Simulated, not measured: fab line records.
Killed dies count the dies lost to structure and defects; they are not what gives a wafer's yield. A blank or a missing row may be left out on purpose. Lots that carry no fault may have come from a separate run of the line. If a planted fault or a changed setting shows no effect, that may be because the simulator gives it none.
Comparing a struck lot with a sound one -- flow n5Finfet -- 19 steps out of a route of 1938
Sound: wafers L971.2, L971.5, L971.6. Wafers L974.2, L974.3, L974.4 were the ones struck. The cause comes at the end.
Per side, at each step with rows, come the tool, then ch with its chambers, and then its first start. Under that, the readings that differ: sound wafers -- struck wafers -- difference of the means -- sigmas: that difference in standard deviations of wafers without a fault.
alike: words and numbers the same on both sides, and readings whose means are apart by under 2 such deviations; not compared: readings that were withheld, readings missing a value for some wafer, numbers with overlapping values and no deviation given by the record, and bounds like >300 which may hide the same value.
A row with sigmas, a row that says differs or no value, or rows on one side alone: a step with any of these is where the two part. Numbers that don't overlap but have no deviation are shown without sigmas and don't part them. A reading that every wafer of one side lacks parts them only if that side has two wafers or more.

N5_BEOL_M12_ETCH_59: etches BARC in N2/H2, target depth 89 nm, overetch 26.7 nm, time 67.9 s.
  sound on rieDiel-05 ch 0,1, day 11 00:44; struck on rieDiel-05 ch 0,2,3, day 12 08:06
  alike: drypumpMotorCurrentA, h2FlowSccm, oesProductAu, rfVppV, showerheadPlenumPTorr, throttleValvePct
  not compared: rfHoursCounterH
N5_BEOL_M12_VIA_ETCH_16: etches SiOC in C4F8/O2/Ar, target depth 724.8 nm.
  sound on rieDiel-05 ch 0,1, day 11 00:47; struck on rieDiel-05 ch 0,2,3, day 12 08:09
  alike: drypumpMotorCurrentA, oesProductAu, rfVppV, showerheadPlenumPTorr, throttleValvePct
N5_BEOL_M12_STRIP_63: strips in N2/H2.
  sound on plasmaAsher-01 ch 0,1, day 11 00:59; struck on plasmaAsher-01 ch 0,1, day 12 08:21
  alike: drypumpMotorCurrentA, h2FlowSccm, heaterPowerW, oesProductAu, stripTimeToEndpointS
  not compared: rfHoursCounterH
N5_BEOL_M12_STRIP_64: strips in N2/H2.
  sound on plasmaAsher-01 ch 0,1, day 11 01:03; struck on plasmaAsher-01 ch 0,1, day 12 08:25
  alike: drypumpMotorCurrentA, h2FlowSccm, heaterPowerW, oesProductAu, stripTimeToEndpointS
  not compared: rfHoursCounterH
then, 2 steps without rows for these wafers: N5_BEOL_M12_STRIP_71 (strips in post etch residue remover, time 60 s); N5_BEOL_M12_SRD_72 (time 30 s, dry time 30 s).
N5_BEOL_M12_CD_MEAS_17 targets a cd of 140 nm.
  sound on cdSem-02 at day 11 01:12; struck on cdSem-02 at day 12 08:34
  alike: cdNm
then, 5 steps without rows for these wafers: N5_BEOL_M12_COAT_65 (time 60 s, resist thk 300 nm); N5_BEOL_M12_COAT_66 (time 60 s, resist thk 110 nm); N5_BEOL_M12_COAT_22 (resist thk 300 nm); N5_BEOL_M12_EBR_24; N5_BEOL_M12_SOFTBAKE_23 (time 60 s).
N5_BEOL_M12_EXPOSE_25: exposes mask M12.
  sound on krfScanner-01 ch 0, day 11 01:22; struck on krfScanner-01 ch 0, day 12 08:43
reading,sound,struck,difference,sigmas
model.BEOL_M12.overlayXNm (nm),-1.4 -1.4 -1.4,49.4 49.4 49.4,+50.8,
  alike: mask, exposureDoseMJCm2
then, 3 steps without rows for these wafers: N5_BEOL_M12_PEB_26 (peb time 90 s); N5_BEOL_M12_DEVELOP_27 (develop time 45 s); N5_BEOL_M12_HARDBAKE_32 (time 120 s).
N5_BEOL_M12_CD_MEAS_28 targets a cd of 160.2 nm.
  sound on cdSem-01 ch 0, day 11 01:31; struck on cdSem-03 ch 0, day 12 08:53
  alike: cdNm
N5_BEOL_M12_OVL_MEAS_29:
  sound on overlay-01 ch 0, day 11 01:33; struck on overlay-02 ch 0, day 12 08:55
reading,sound,struck,difference,sigmas
M12_OVL (nm),4 -1 -4,48 47 50,+49,+10
N5_BEOL_M12_INSPECT_30: inspects for defects (macro).
  sound on defectInspect-01 at day 11 01:35; struck on defectInspect-02 at day 12 08:56
  alike: rawDefectCount

== WHERE THEY PART ==
N5_BEOL_M12_OVL_MEAS_29 only, going by this record. Later steps at which nothing parts them and some readings are alike: N5_BEOL_M12_INSPECT_30.

WHY: what the simulator had put in
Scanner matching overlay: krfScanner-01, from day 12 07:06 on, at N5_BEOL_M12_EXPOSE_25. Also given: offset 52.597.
